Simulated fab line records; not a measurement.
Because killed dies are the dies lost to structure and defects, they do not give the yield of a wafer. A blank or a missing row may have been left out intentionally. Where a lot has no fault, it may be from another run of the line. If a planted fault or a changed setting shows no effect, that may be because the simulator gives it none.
3 desks, one fault ; flow n5Finfet ; each desk holds nothing but its own numbers, with what lay behind them at the end

== THE METROLOGY DESK ==
Means of the sampled wafers that have a number, per lot and without regard to the tool the lot ran on: this is what the gauges read. Marked OUT: a lot whose mean sits more than 4 standard deviations from the usual mean, which makes it out of limits; the brackets give that distance. Shown here are 7 of its 11 readings, the ones lying furthest out on some lot.
Columns: A = SD_N_BLK_OVL at N5_SD_EPI_N_OVL_MEAS_10, usual -0.5 nm; B = DIBL_P at N5_BEOL_M4_RC_MEAS_101, usual 36.4 mV/V; C = IOFF_N at N5_BEOL_M4_RC_MEAS_101, usual 0.16 nA/um; D = IOFF_P at N5_BEOL_M4_RC_MEAS_101, usual 0.22 nA/um; E = ION_P at N5_BEOL_M4_RC_MEAS_101, usual 463 uA/um; F = VT_N at N5_BEOL_M4_RC_MEAS_101, usual 250 mV; G = VT_P at N5_BEOL_M4_RC_MEAS_101, usual -250 mV
lot;first seen here;A;B;C;D;E;F;G
L766;day 3 23:21;0.6;35.5;0.15;0.20;462;253;-251
L767;day 4 02:10;-1.9;36.8;0.17;0.21;465;249;-249
L769;day 4 13:29;-0.4;35.6;0.15;0.20;458;251;-250
L771;day 5 04:16;-0.5;38.7;0.19;0.32;478;248;-242
L781;day 7 14:13;-0.3;36.8;0.17;0.22;467;247;-249
L782;day 7 18:16;0.2;32.5;0.10;0.13;446;256;-258
L784;day 8 06:23;-1.3;35.0;0.13;0.18;458;254;-252
L785;day 8 11:55;-1.6;37.8;0.17;0.19;458;250;-252
Finding of this desk: none of the 8 lots has anything out of limits.

== DESK OF THE TOOL OWNER: aldSin-04 ==
The tool's own readings at N5_SPACER0_ALD_07 (deposits SiNx, target thk 2 nm): means of the sampled wafers that have a number, for each lot that ran on this tool. Marked OUT: a lot whose mean sits more than 4 standard deviations from the usual mean, which makes it out of limits; the brackets give that distance.
Columns: A = heaterPowerW at N5_SPACER0_ALD_07, usual 848 W
lot;first seen here;A
L766;day 3 22:28;817
L767;day 4 00:56;858
L769;day 4 12:29;864
L771;day 5 03:15;834
L782;day 7 17:17;802
L784;day 8 05:23;852
L785;day 8 10:55;850
Finding of this desk: none of the 7 lots has anything out of limits.

== THE DEFECT DESK ==
Inspection counts along the route, by lot: the mean over sampled wafers that carry a number. Marked OUT: a lot whose mean sits more than 4 standard deviations from the usual mean, which makes it out of limits; the brackets give that distance.
Columns: A = rawDefectCount at N5_SPACER0_INSPECT_04, usual 129; B = rawDefectCount at N5_SD_EPI_N_INSPECT_11, usual 2.0; C = rawDefectCount at N5_SD_EPI_N_INSPECT_26, usual 193; D = rawDefectCount at N5_SD_EPI_P_INSPECT_11, usual 2.1
lot;first seen here;A;B;C;D
L766;day 3 23:02;117;2.7;168;3.0
L767;day 4 01:44;111;2.3;191;1.3
L769;day 4 13:04;391 (+7.9) OUT;280.3 (+99 or more) OUT;457 (+6.6) OUT;279.0 (+99 or more) OUT
L771;day 5 03:49;383 (+7.7) OUT;270.0 (+99 or more) OUT;436 (+6.1) OUT;267.3 (+99 or more) OUT
L781;day 7 13:47;140;2.0;207;3.7
L782;day 7 17:51;99;1.0;189;2.3
L784;day 8 05:57;160;1.7;192;3.0
L785;day 8 11:29;93;2.3;158;3.3
This desk's finding: out of limits on L769, L771; first on L769, day 4 13:04 (rawDefectCount at N5_SPACER0_INSPECT_04). L766, L767, L781, L782, L784, L785: within limits.

== ALL TOGETHER ==
The defect desk could have raised an alarm at day 4 13:04, on L769, L771.
The metrology desk saw nothing out of limits.
Nothing out of limits was seen by the tool owner's desk.
The metrology desk has L769, L771 on record, within its limits.
Tool owner's desk: L769, L771 on record, inside its limits.
The lots listed all ran N5_SPACER0_ALD_07 on aldSin-04.

== WHAT THE SIMULATOR PUT IN ==
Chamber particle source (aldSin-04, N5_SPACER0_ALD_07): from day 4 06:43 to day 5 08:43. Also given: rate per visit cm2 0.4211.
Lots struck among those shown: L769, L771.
Hours from the fault's start to each desk's first reading out of limits: the defect desk, 6.
